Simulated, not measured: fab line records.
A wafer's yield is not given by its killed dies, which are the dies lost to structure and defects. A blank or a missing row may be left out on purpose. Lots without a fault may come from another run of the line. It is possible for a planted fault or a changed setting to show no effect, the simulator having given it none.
Matching of chambers || flow nand harc || NHARC_A_STAIRCASE_ETCH_444 on rie diel-02 has 4 sister chambers
The step etches the open film in C4F8/O2, target depth 20400 nm, time 6800 s. 7 wafers are shown with their chamber, then 7 later ones without.

EACH WAFER AND ITS CHAMBER
{"wafer": "L721.1", "chamber": 2, "rf vpp V (V)": 808, "oes product au (a.u.)": 0.921}
{"wafer": "L721.4", "chamber": 1, "rf vpp V (V)": 815, "oes product au (a.u.)": 0.926}
{"wafer": "L723.1", "chamber": 0, "rf vpp V (V)": 802, "oes product au (a.u.)": 0.938}
{"wafer": "L723.2", "chamber": 2, "rf vpp V (V)": 809, "oes product au (a.u.)": 0.942}
{"wafer": "L723.4", "chamber": 1, "rf vpp V (V)": 815, "oes product au (a.u.)": 0.931}
{"wafer": "L728.1", "chamber": 0, "rf vpp V (V)": 803, "oes product au (a.u.)": 0.927}
{"wafer": "L728.2", "chamber": 3, "rf vpp V (V)": 799, "oes product au (a.u.)": 0.934}

WAFERS MISSING THEIR CHAMBER
{"wafer": "L728.5", "rf vpp V (V)": 814, "oes product au (a.u.)": 0.926}
{"wafer": "L736.2", "rf vpp V (V)": 799, "oes product au (a.u.)": 0.926}
{"wafer": "L736.3", "rf vpp V (V)": 808, "oes product au (a.u.)": 0.932}
{"wafer": "L736.4", "rf vpp V (V)": 802, "oes product au (a.u.)": 0.927}
{"wafer": "L738.1", "rf vpp V (V)": 807, "oes product au (a.u.)": 0.927}
{"wafer": "L738.5", "rf vpp V (V)": 797, "oes product au (a.u.)": 0.926}
{"wafer": "L738.6", "rf vpp V (V)": 807, "oes product au (a.u.)": 0.926}

CHAMBER TAKEN BY EACH
{"wafer": "L728.5", "from the rows above": 1, "in truth": 1}
{"wafer": "L736.2", "from the rows above": 3, "in truth": 3}
{"wafer": "L736.3", "from the rows above": 2, "in truth": 2}
{"wafer": "L736.4", "from the rows above": 0, "in truth": 0}
{"wafer": "L738.1", "from the rows above": 2, "in truth": 2}
{"wafer": "L738.5", "from the rows above": 3, "in truth": 3}
{"wafer": "L738.6", "from the rows above": 2, "in truth": 2}
Correct placement for 7 of the 7. Number that these rows cannot place: 0. 0 placed wrongly.
How it was worked out, from the rows above alone: a wafer's distance from a chamber is the root of the sum, over the readings, of the square of ((its reading less the chamber's mean) divided by the reading's scatter). If the next closest chamber is less than 2 further off than the closest, the wafer can't be placed; otherwise it belongs to the closest. A chamber's mean is the mean of its shown wafers. The scatter is the square root of a quotient: the sum, over the shown wafers, of each reading's squared deviation from its chamber's mean, divided by wafers minus chambers.
